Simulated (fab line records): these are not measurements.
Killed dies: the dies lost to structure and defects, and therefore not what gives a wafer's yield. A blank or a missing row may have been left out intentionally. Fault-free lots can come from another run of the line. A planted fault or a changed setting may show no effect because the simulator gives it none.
Lot-split experiment ; flow n5-finfet ; route with 1938 steps; 7 lots, 39 wafers read

## ABOUT THE SPLIT
At N5_BEOL_M4_DESCUM_33 (chemistry O2, time 7 s), the setting time-s was moved away from the recipe's 7 s on 18 of the 39 wafers read, by -31.6% to +53.4%. This setting was run at the recipe's value on the other wafers.

## FROM SPLIT TO READING: 1 step shown by the file between the two
- N5_BEOL_M4_ETCH_77: etches underlayer in N2/H2, target depth 6.5 nm, time 5.2 s

## THE READING
CAR-EUV_of_BEOL_M4_COAT_22.thk-nm (the simulator's own value, which no gauge read), in nm, at N5_BEOL_M4_ETCH_69 (etches SiARC in CF4, target depth 15.6 nm, time 26 s). The file gives no usual value for it. The 21 wafers here that ran the recipe average 11.1 nm, standard deviation 0.15 nm.

wafer;tool, chamber at the split;time-s as run, s;against the recipe;CAR-EUV_of_BEOL_M4_COAT_22.thk-nm, nm;against lot-mates on the recipe
L079.1;rie-diel-02, 0,2,1;8.483;+21.2%;10.6;-0.7
L079.4;rie-diel-02, 0,2,1;8.483;+21.2%;10.6;-0.7
L079.2;rie-diel-02, 3,2,1;7;recipe;11.2;-
L079.5;rie-diel-02, 3,2,1;7;recipe;11.2;-
L079.3;rie-diel-02, 0,2,1;8.483;+21.2%;10.4;-0.9
L079.6;rie-diel-02, 3,2,1;7;recipe;11.4;-
L084.1;rie-diel-04, 2,3,0;7;recipe;11.2;-
L084.2;rie-diel-04, 2,3,0;7;recipe;11.2;-
L084.3;rie-diel-04, 0;4.79;-31.6%;12.4;+1.1
L084.4;rie-diel-04, 2,3;4.79;-31.6%;12.2;+0.9
L084.6;rie-diel-04, 2,3;4.79;-31.6%;12.2;+0.9
L084.5;rie-diel-04, 2,3,0;7;recipe;11.4;-
L083.1;rie-diel-04, 2,2,3;7;recipe;11;-
L083.5;rie-diel-04, 2,2,3;7;recipe;11.2;-
L083.6;rie-diel-04, 2,2,3;7;recipe;11.2;-
L087.1;rie-diel-02, 0,0,1;7;recipe;10.8;-
L087.5;rie-diel-02, 0,0,1;7;recipe;10.8;-
L087.2;rie-diel-02, 1,3,3;10.74;+53.4%;9;-1.9
L087.3;rie-diel-02, 1,3,3;10.74;+53.4%;9;-1.9
L087.4;rie-diel-02, 1,3,3;10.74;+53.4%;9;-1.9
L087.6;rie-diel-02, 0,0,1;7;recipe;11;-
L090.1;rie-diel-02, 1;7;recipe;11.2;-
L090.4;rie-diel-02, 1;7;recipe;11.2;-
L090.2;rie-diel-02, 3,0,0;9.588;+37.0%;9.8;-1.3
L090.3;rie-diel-02, 3,0,0;9.588;+37.0%;9.8;-1.3
L090.5;rie-diel-02, 3,0,0;9.588;+37.0%;9.8;-1.3
L090.6;rie-diel-02, 3;7;recipe;11;-
L092.1;rie-diel-04, 0,1,2;5.584;-20.2%;11.8;+0.7
L092.5;rie-diel-04, 0,1,2;5.584;-20.2%;11.8;+0.7
L092.6;rie-diel-04, 0,1,2;5.584;-20.2%;11.8;+0.7
L092.2;rie-diel-04, 1,3,2;7;recipe;11.2;-
L092.3;rie-diel-04, 1,3,2;7;recipe;11.2;-
L092.4;rie-diel-04, 1,3,2;7;recipe;11;-
L097.1;rie-diel-01, 0;7;recipe;11.2;-
L097.3;rie-diel-01, 2,1;7;recipe;11.2;-
L097.4;rie-diel-01, 2,1;7;recipe;11.2;-
L097.2;rie-diel-01, 3,2;10.64;+52.0%;9.2;-2.0
L097.5;rie-diel-01, 3,2;10.64;+52.0%;9.4;-1.8
L097.6;rie-diel-01, 3;10.64;+52.0%;9.4;-1.8
The file does not say which wafer passed through which chamber wherever a row lists several chambers: such a row stands for several wafers.

THE FIT
A straight line over all 39 wafers: CAR-EUV_of_BEOL_M4_COAT_22.thk-nm changes by -0.0364 nm for each +1% of time-s; r = -0.99; the points scatter about the line by 0.15 nm.
The same after taking each lot's own level away (the mean of its wafers on the recipe; 39 wafers): -0.0347 nm for each +1%; r = -1.00; scatter 0.086 nm.
On that fit, the largest move of time-s shifts the reading by 1.9 nm.
Across the lots, their own levels run from 10.87 to 11.27 nm, a range of 2.6 times the standard deviation given above.
So the lot-to-lot level changes the slope little: the two slopes agree.
Check: for one of the wafers moved furthest among these (+53.4%), held out of the fit, the line's prediction against its lot-mates is -1.87 nm. Against them it came out at -1.87 nm.

## THE OTHER SPLITS THESE WAFERS WENT THROUGH
These wafers also went through other splits before the reading. Each is held against what the fit with the lots' levels taken away leaves over:
other split on the same wafers;wafers away from the commonest value;r with CAR-EUV_of_BEOL_M4_COAT_22.thk-nm (lot level and that fit taken away)
N5_FIN_SAQP_SPACER1_ALD_24 ald-cycles;15;+0.19
N5_SD_EPI_P_EPI_21 time-s;15;+0.17
N5_MOL_CONTACT_COAG_ETCHBACK_135 time-s;9;+0.00
N5_BEOL_M2_DESCUM_33 time-s;15;-0.04

## THE WHOLE CHAIN: every reading that the file lists as answering this split, in the file's order
step;what it does;reading;change (the file's fit);r (the file's)
N5_BEOL_M4_DESCUM_33;chemistry O2, time 7 s;CAR-EUV_of_BEOL_M4_COAT_22.thk-nm (the simulator's own value, which no gauge read);-0.0344 nm for each +1% of the setting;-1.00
N5_BEOL_M4_ETCH_77;etches underlayer in N2/H2, target depth 6.5 nm, time 5.2 s;CAR-EUV_of_BEOL_M4_COAT_22.thk-nm (the simulator's own value, which no gauge read);-0.0357 nm for each +1% of the setting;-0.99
N5_BEOL_M4_ETCH_69;etches SiARC in CF4, target depth 15.6 nm, time 26 s;CAR-EUV_of_BEOL_M4_COAT_22.thk-nm (the simulator's own value, which no gauge read);-0.0349 nm for each +1% of the setting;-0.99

## THE FILE'S OWN FIT
CAR-EUV_of_BEOL_M4_COAT_22.thk-nm changes by -0.0349 nm for each +1% of time-s, r = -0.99.
